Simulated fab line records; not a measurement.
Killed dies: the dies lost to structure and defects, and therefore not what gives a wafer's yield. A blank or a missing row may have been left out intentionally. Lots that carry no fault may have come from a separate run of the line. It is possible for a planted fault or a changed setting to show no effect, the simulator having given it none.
fab line records | flow nandHarc | part 1 of 2: steps 1 to 4 of 6
[record] lots = 22 wafers = 66 lastDay = 33
route steps=1302 shown A_CONTACT@1047
lots with no fault: from the same line, run without faults
startH: hours from the record's opening day to when the first of the lot's shown wafers began | waitH: hours elapsed since this lot's preceding step | " as in the row above | L1.1+2: a row that stands for several wafers | - no value present, or no start provided | * or withheld: withheld | < > ~ a bound
route shown NAME@n: NAME is a module with steps in the file, n the number in the route of the first one | usual: mean/standard deviation taken from wafers without a fault | same: alike in all rows | chamber/n: place in a boat | sites: readings site by site | _std_site: how widely they spread, as a standard deviation | _edge_site: the outer-site mean with the inner-site mean subtracted | radiusMm: how far each site lies from the wafer's centre | mask NAME#n: copy n | behind: the tool/chamber that last shaped the wafer | hold: why the lot went on hold/how many hours it stayed there/how the hold came to an end | device: the n, p or np transistor that did not switch | end of line: the route-end tests of the same wafers | a step given without rows: its recipe and nothing more | killed: the dies lost at the first sort to structure and to defects; this is not the yield of the wafer | map: shows each die of a wafer: x if killed, . if not, _ if none is there
set.NAME: the setting as run; set.NAME@STEP: as run at that earlier step | model.NAME: the simulator's own value behind a step, which no gauge read
one table for each step of the route and one row for each wafer, over a sample of lots
services: from which hour (startH, from the record's first day; less than 0 if before it) a tool's chamber was out of use, for how many hours, and why
[[steps]]
[step NHARC_A_CONTACT_ETCH_124]
[recipe] sourceW = withheld pressureMtorr = 20 biasV = withheld timeS = 140 targetDepthA = 7000 arFlowSccm = withheld c4f8FlowSccm = withheld o2FlowSccm = withheld chemistry = C4F8/O2/Ar
// columns lot.wafer tool chamber startH waitH rfHoursCounterH
L074.4 harCapEtch-02 0 505.96 - -
L074.3 " 1 " " -
L074.6 " 1 " " -
L075.2 harCapEtch-03 1 506.04 - 44
L075.4 " 0 " " -
L075.5 " 0 " " -
L078.1 harCapEtch-03 1 538.84 - 49
L078.3 " 1 " " -
L078.4 " 0 " " -
L077.3 harCapEtch-03 0 545.50 - -
L077.6 " 1 " " -
L077.5 " 0 " " -
L079.1 harCapEtch-03 1 554.40 - 53
L079.6 " 0 " " -
L079.5 " 1 " " -
L081.1 harCapEtch-02 0 575.41 - 99
L081.4 " 1 " " -
L081.6 " 0 " " -
L082.1 harCapEtch-03 0 580.42 - 57
L082.3 " 1 " " -
L082.4 " 0 " " -
L080.2 harCapEtch-01 0 580.87 - 10
L080.3 " 1 " " -
L080.6 " 0 " " -
L083.2 harCapEtch-03 0 593.85 - 60
L083.6 " 0 " " -
L083.5 " 1 " " -
L085.1 harCapEtch-03 0 619.92 - 62
L085.3 " 1 " " -
L085.4 " 0 " " -
L084.1 harCapEtch-02 1 638.33 - 109
L084.4 " 0 " " -
L084.6 " 1 " " -
L087.2 harCapEtch-03 1 640.02 - 66
L087.3 " 0 " " -
L087.6 " 1 " " -
L086.2 harCapEtch-01 1 640.62 - 18
L086.5 " 0 " " -
L086.6 " 1 " " -
L091.3 harCapEtch-02 1 656.84 - -
L091.4 " 0 " " -
L091.6 " 1 " " -
L090.1 harCapEtch-03 0 659.94 - 71
L090.3 " 0 " " -
L090.5 " 0 " " -
L088.2 harCapEtch-02 0 664.70 - 116
L088.1 " 1 " " 116
L088.4 " 0 " " -
L089.3 harCapEtch-03 0 677.92 - -
L089.4 " 1 " " -
L089.6 " 1 " " -
L092.1 harCapEtch-01 1 684.24 - 29
L092.4 " 0 " " -
L092.5 " 1 " " -
L093.4 harCapEtch-01 0 706.56 - -
L093.5 " 0 " " -
L093.6 " 1 " " -
L094.2 harCapEtch-02 1 706.58 - 124
L094.4 " 1 " " -
L094.3 " 0 " " -
L096.4 harCapEtch-03 0 726.54 - -
L096.5 " 1 " " -
L096.6 " 0 " " -
L097.2 harCapEtch-02 0 737.90 - 129
L097.4 " 0 " " -
L097.6 " 1 " " -
[step NHARC_A_CONTACT_ETCH_131]
[recipe] sourceW = withheld pressureMtorr = 20 biasV = 3000 timeS = 197 targetDepthA = 19180 arFlowSccm = withheld c4f8FlowSccm = withheld o2FlowSccm = withheld chemistry = C4F8/O2/Ar
// columns lot.wafer tool chamber startH waitH rfHoursCounterH
L074.4 harCapEtch-02 0 507.21 0.1 -
L074.3 " 1 " " -
L074.6 " 1 " " -
L075.2 harCapEtch-03 1 507.30 0.1 45
L075.4 " 0 " " -
L075.5 " 0 " " -
L078.1 harCapEtch-03 1 540.53 0.2 51
L078.3 " 1 " " -
L078.4 " 0 " " -
L077.3 harCapEtch-03 0 546.75 0.1 -
L077.6 " 1 " " -
L077.5 " 0 " " -
L079.1 harCapEtch-03 1 555.66 0.1 54
L079.6 " 0 " " -
L079.5 " 1 " " -
L081.1 harCapEtch-02 0 576.68 0.1 100
L081.4 " 1 " " -
L081.6 " 0 " " -
L082.1 harCapEtch-03 0 581.68 0.1 58
L082.3 " 1 " " -
L082.4 " 0 " " -
L080.2 harCapEtch-01 0 582.13 0.2 11
L080.3 " 1 " " -
L080.6 " 0 " " -
L083.2 harCapEtch-03 0 595.10 0.1 61
L083.6 " 0 " " -
L083.5 " 1 " " -
L085.1 harCapEtch-03 0 621.17 0.1 63
L085.3 " 1 " " -
L085.4 " 0 " " -
L084.1 harCapEtch-02 1 639.59 0.1 110
L084.4 " 0 " " -
L084.6 " 1 " " -
L087.2 harCapEtch-03 1 641.27 0.1 67
L087.3 " 0 " " -
L087.6 " 1 " " -
L086.2 harCapEtch-01 1 642.30 0.2 20
L086.5 " 0 " " -
L086.6 " 1 " " -
L091.3 harCapEtch-02 1 658.08 0.1 -
L091.4 " 0 " " -
L091.6 " 1 " " -
L090.1 harCapEtch-03 0 661.20 0.1 72
L090.3 " 0 " " -
L090.5 " 0 " " -
L088.2 harCapEtch-02 0 665.96 0.1 117
L088.1 " 1 " " 117
L088.4 " 0 " " -
L089.3 harCapEtch-03 0 679.17 0.1 -
L089.4 " 1 " " -
L089.6 " 1 " " -
L092.1 harCapEtch-01 1 685.50 0.1 30
L092.4 " 0 " " -
L092.5 " 1 " " -
L093.4 harCapEtch-01 0 707.80 0.1 -
L093.5 " 0 " " -
L093.6 " 1 " " -
L094.2 harCapEtch-02 1 708.26 0.2 125
L094.4 " 1 " " -
L094.3 " 0 " " -
L096.4 harCapEtch-03 0 727.77 0.1 -
L096.5 " 1 " " -
L096.6 " 0 " " -
L097.2 harCapEtch-02 0 739.16 0.1 130
L097.4 " 0 " " -
L097.6 " 1 " " -
[step NHARC_A_CONTACT_ETCH_97]
[recipe] targetDepthA = 200 overEtchFrac = 0.5 timeS = 10 ionEnergyEv = 250 c4f6FlowSccm = 25 o2FlowSccm = 20 arFlowSccm = 500 rfW = 600 biasW = 500 chemistry = C4F6/O2
[usual] drypumpMotorCurrentA = 5.7/0.32 o2FlowSccm = 20.00/0.061 oesProductAu = 0.961/0.024 rfVppV = 545/3.7 showerheadPlenumPTorr = 3.84/0.18 throttleValvePct = 26.903/0.0095
// columns lot.wafer tool chamber startH waitH drypumpMotorCurrentA o2FlowSccm oesProductAu rfHoursCounterH rfVppV showerheadPlenumPTorr throttleValvePct
L074.3 rieDiel-07 2 - - 5.7 19.96 0.959 4 544 3.77 26.909
L074.4 " 0 " " 5.8 19.98 0.984 3 540 3.68 26.899
L074.6 " 2 " " 5.7 19.92 0.968 - 543 3.77 26.913
L075.4 rieDiel-11 3 - - 5.1 19.97 0.936 22 543 3.75 26.892
L075.2 " 1 " " 5.5 19.95 0.930 22 550 4.12 26.899
L075.5 " 2 " " 6.1 20.01 0.942 - 544 3.84 26.900
L078.4 rieDiel-03 0 - - 5.9 19.97 1.002 28 543 3.76 26.910
L078.3 " 1 " " 5.1 20.00 1.013 24 543 3.73 26.891
L078.1 " 2 " " 5.9 19.99 1.004 23 548 3.97 26.902
L077.3 rieDiel-11 1 - - 5.5 20.11 0.943 35 550 4.11 26.895
L077.5 " 1 " " 5.6 20.10 0.938 - 551 4.11 26.905
L077.6 " 2 " " 6.1 19.94 0.926 - 545 3.83 26.912
L079.1 rieDiel-07 0 556.94 0.1 5.8 19.96 0.961 11 543 3.68 26.903
L079.6 " 2 " " 5.7 19.91 0.979 - 543 3.77 26.903
L079.5 " 3 " " 5.4 19.84 0.965 - 545 3.74 26.907
L081.1 rieDiel-07 0 578.44 0.6 5.9 20.01 0.938 15 541 3.68 26.910
L081.4 " 1 " " 5.5 20.03 0.916 12 551 4.10 26.897
L081.6 " 0 " " 5.8 20.01 0.925 - 542 3.68 26.901
L082.1 rieDiel-07 1 - - 5.5 19.98 0.931 13 549 4.10 26.915
L082.4 " 2 " " 5.7 20.05 0.972 19 542 3.76 26.909
L082.3 " 3 " " 5.4 19.93 0.945 17 543 3.74 26.901
L080.3 rieDiel-07 1 - - 5.5 20.04 0.997 13 550 4.10 26.888
L080.2 " 2 " " 5.7 20.12 0.968 19 545 3.76 26.880
L080.6 " 2 " " 5.7 19.98 0.978 - 544 3.76 26.907
L083.2 rieDiel-07 2 - - 5.7 19.99 0.975 21 543 3.76 26.895
L083.6 " 3 " " 5.4 19.96 0.956 - 543 3.74 26.914
L083.5 " 0 " " 5.8 19.95 0.946 - 541 3.67 26.905
L085.4 rieDiel-07 2 - - 5.7 20.02 0.965 23 545 3.76 26.926
L085.1 " 3 " " 5.4 19.93 0.944 21 544 3.74 26.902
L085.3 " 0 " " 5.9 19.94 0.961 20 541 3.67 26.917
L084.1 rieDiel-11 0 - - 6.2 20.03 0.957 10 552 4.18 26.890
L084.4 " 2 " " 6.1 20.03 0.948 10 544 3.81 26.897
L084.6 " 1 " " 5.5 20.02 0.969 - 551 4.09 26.907
L087.3 rieDiel-11 3 - - 5.2 19.83 0.930 10 543 3.72 26.909
L087.2 " 1 " " 5.5 20.00 0.948 11 552 4.09 26.900
L087.6 " 0 " " 6.2 20.00 0.953 - 552 4.18 26.917
L086.2 rieDiel-11 0 - - 6.2 20.07 0.963 11 552 4.18 26.899
L086.6 " 3 " " 5.1 20.11 0.963 - 544 3.72 26.902
L086.5 " 0 " " 6.1 20.00 0.969 - 552 4.18 26.904
L091.4 rieDiel-03 0 - - 5.9 19.98 1.007 6 544 3.74 26.895
L091.3 " 1 " " 5.1 20.06 1.001 6 543 3.70 26.909
L091.6 " 2 " " 5.8 20.02 1.005 - 546 3.95 26.889
L090.3 rieDiel-11 1 - - 5.5 20.06 0.934 19 551 4.08 26.893
L090.1 " 2 " " 6.1 19.95 0.939 20 544 3.81 26.921
L090.5 " 2 " " 6.1 19.95 0.935 - 544 3.81 26.909
L088.1 rieDiel-03 1 - - 5.1 19.97 0.972 9 543 3.70 26.895
L088.2 " 3 " " 5.9 20.01 0.948 9 543 3.67 26.879
L088.4 " 0 " " 5.9 19.95 0.980 9 543 3.74 26.907
L089.3 rieDiel-03 3 - - 5.9 19.95 0.939 11 543 3.67 26.915
L089.4 " 0 " " 5.9 19.99 0.964 11 542 3.74 26.894
L089.6 " 3 " " 5.9 19.94 0.943 - 539 3.67 26.922
L092.4 rieDiel-03 2 - - 5.9 19.99 0.947 13 546 3.94 26.900
L092.1 " 3 " " 5.9 20.04 0.939 12 541 3.67 26.893
L092.5 " 1 " " 5.1 20.09 0.933 - 542 3.70 26.889
L093.4 rieDiel-03 0 - - 5.9 20.08 0.976 23 543 3.73 26.890
L093.6 " 0 " " 5.9 19.92 0.970 - 543 3.73 26.887
L093.5 " 1 " " 5.1 19.98 0.952 - 542 3.69 26.910
L094.4 rieDiel-11 3 - - 5.2 19.99 0.992 34 542 3.71 26.913
L094.3 " 1 " " 5.5 19.99 0.991 37 550 4.07 26.918
L094.2 " 2 " " 6.1 19.93 0.984 35 544 3.80 26.896
L096.4 rieDiel-03 0 - - 5.9 20.03 0.956 32 542 3.72 26.907
L096.6 " 3 " " 5.9 19.92 0.931 - 540 3.65 26.894
L096.5 " 0 " " 5.9 20.02 0.948 - 542 3.72 26.897
L097.2 rieDiel-07 0 - - 5.9 19.98 0.936 6 542 3.67 26.892
L097.4 " 1 " " 5.6 20.05 0.957 5 550 4.10 26.907
L097.6 " 0 " " 5.8 19.93 0.935 - 542 3.67 26.906
[step NHARC_A_CONTACT_STRIP_82]
[recipe] o2FlowSccm = 500 arFlowSccm = 0 biasW = 0 chemistry = O2
[usual] drypumpMotorCurrentA = 5.7/0.33 o2FlowSccm = 499.9/1.4 oesProductAu = 0.998/0.011 rfVppV = 57.7/0.93 showerheadPlenumPTorr = 3.43/0.15 throttleValvePct = 17.038/0.009
// columns lot.wafer tool chamber startH waitH drypumpMotorCurrentA o2FlowSccm oesProductAu rfHoursCounterH rfVppV showerheadPlenumPTorr throttleValvePct
L074.4 rieDiel-03 2 - - 5.9 500.0 0.994 11 59.5 3.58 17.026
L074.3 " 1 " " 5.1 500.6 0.999 11 58.5 3.35 17.028
L074.6 " 2 " " 5.8 500.1 0.989 - 58.2 3.58 17.028
L075.4 rieDiel-07 3 - - 5.5 500.8 1.000 3 58.2 3.37 17.038
L075.2 " 1 " " 5.5 502.1 1.003 4 58.6 3.70 17.039
L075.5 " 3 " " 5.4 503.8 1.004 - 57.1 3.37 17.033
L078.3 rieDiel-03 1 - - 5.1 500.2 0.991 24 58.2 3.35 17.036
L078.1 " 2 " " 5.9 499.6 0.996 24 58.2 3.57 17.032
L078.4 " 3 " " 5.9 500.2 0.996 28 57.2 3.31 17.037
L077.3 rieDiel-07 3 - - 5.5 501.1 1.011 11 56.7 3.36 17.039
L077.6 " 2 " " 5.7 498.8 1.017 - 57.9 3.38 17.043
L077.5 " 3 " " 5.4 499.7 1.005 - 57.4 3.36 17.046
L079.1 rieDiel-03 1 - - 5.1 501.7 1.003 28 57.0 3.35 17.042
L079.5 " 0 " " 5.9 501.8 0.999 - 57.8 3.38 17.042
L079.6 " 1 " " 5.1 500.2 1.008 - 57.7 3.35 17.026
L081.1 rieDiel-03 0 - - 5.9 499.5 0.994 39 57.7 3.37 17.035
L081.4 " 2 " " 5.9 496.8 0.990 34 56.1 3.57 17.043
L081.6 " 0 " " 5.9 497.6 0.992 - 58.1 3.37 17.033
L082.1 rieDiel-07 0 - - 5.9 500.5 1.020 16 58.2 3.30 17.040
L082.3 " 2 " " 5.7 501.1 1.011 19 55.9 3.38 17.036
L082.4 " 3 " " 5.4 498.9 1.002 17 57.6 3.36 17.034
L080.2 rieDiel-07 1 - - 5.6 501.3 1.003 13 59.5 3.69 17.043
L080.3 " 2 " " 5.7 498.5 1.025 19 57.1 3.38 17.036
L080.6 " 3 " " 5.5 497.7 0.998 - 56.7 3.36 17.033
L083.2 rieDiel-11 1 - - 5.5 500.3 0.991 54 56.8 3.69 17.026
L083.5 " 3 " " 5.1 500.0 0.994 - 57.3 3.35 17.038
L083.6 " 0 " " 6.1 502.4 0.977 - 58.2 3.78 17.050
L085.1 rieDiel-03 0 - - 5.9 501.2 0.998 56 58.2 3.36 17.028
L085.4 " 1 " " 5.1 501.9 1.003 53 59.4 3.33 17.048
L085.3 " 2 " " 5.9 500.8 1.000 52 57.8 3.56 17.030
L084.4 rieDiel-11 2 - - 6.1 499.4 0.997 10 59.0 3.43 17.020
L084.1 " 3 " " 5.1 498.7 1.000 10 55.8 3.34 17.034
L084.6 " 3 " " 5.2 498.3 1.006 - 56.4 3.34 17.031
L087.3 rieDiel-11 0 - - 6.2 501.5 1.005 10 59.0 3.77 17.037
L087.2 " 2 " " 6.1 500.4 1.009 10 59.5 3.43 17.049
L087.6 " 0 " " 6.2 497.6 1.004 - 58.5 3.77 17.024
L086.2 rieDiel-11 0 - - 6.1 500.3 0.995 13 58.1 3.77 17.029
L086.5 " 0 " " 6.1 497.8 0.998 - 58.2 3.77 17.041
L086.6 " 1 " " 5.6 501.2 0.997 - 57.2 3.68 17.034
L091.4 rieDiel-03 0 - - 5.9 500.4 1.000 6 57.8 3.36 17.027
L091.3 " 1 " " 5.1 498.3 0.996 6 57.3 3.33 17.047
L091.6 " 0 " " 5.9 500.6 1.014 - 57.5 3.36 17.030
L090.1 rieDiel-11 1 - - 5.5 500.2 0.993 20 58.3 3.67 17.045
L090.3 " 0 " " 6.1 500.3 1.003 20 59.3 3.76 17.036
L090.5 " 2 " " 6.1 500.1 0.988 - 58.6 3.42 17.051
L088.1 rieDiel-03 0 - - 5.9 500.7 1.009 9 57.3 3.36 17.039
L088.2 " 1 " " 5.1 501.4 1.000 9 56.8 3.32 17.035
L088.4 " 3 " " 5.9 497.5 0.976 9 57.0 3.29 17.035
L089.3 rieDiel-03 2 - - 5.9 501.9 0.997 11 57.5 3.55 17.048
L089.4 " 3 " " 5.9 499.6 0.984 11 57.2 3.29 17.037
L089.6 " 1 " " 5.1 500.9 0.999 - 58.4 3.32 17.055
L092.4 rieDiel-03 0 - - 5.9 498.8 1.008 13 57.2 3.35 17.047
L092.1 " 2 " " 5.9 500.9 0.991 13 59.8 3.55 17.043
L092.5 " 1 " " 5.1 499.9 0.993 - 57.1 3.32 17.041
L093.4 rieDiel-03 2 - - 5.9 498.4 0.984 22 58.9 3.54 17.033
L093.6 " 3 " " 5.9 500.4 0.972 - 56.0 3.29 17.035
L093.5 " 0 " " 5.9 498.9 0.993 - 57.0 3.35 17.029
L094.3 rieDiel-11 2 - - 6.1 500.9 0.988 35 58.7 3.41 17.051
L094.4 " 3 " " 5.1 498.2 0.985 34 57.0 3.33 17.055
L094.2 " 0 " " 6.1 499.2 0.994 34 59.0 3.76 17.060
L096.4 rieDiel-07 0 - - 5.8 499.9 0.996 5 57.3 3.30 17.052
L096.6 " 3 " " 5.4 500.2 0.995 - 57.8 3.35 17.038
L096.5 " 0 " " 5.8 499.4 0.996 - 57.6 3.29 17.037
L097.4 rieDiel-07 1 - - 5.6 500.4 0.990 5 57.0 3.69 17.038
L097.2 " 3 " " 5.5 498.2 0.994 6 57.0 3.35 17.037
L097.6 " 0 " " 5.8 497.9 0.987 - 56.8 3.29 17.036
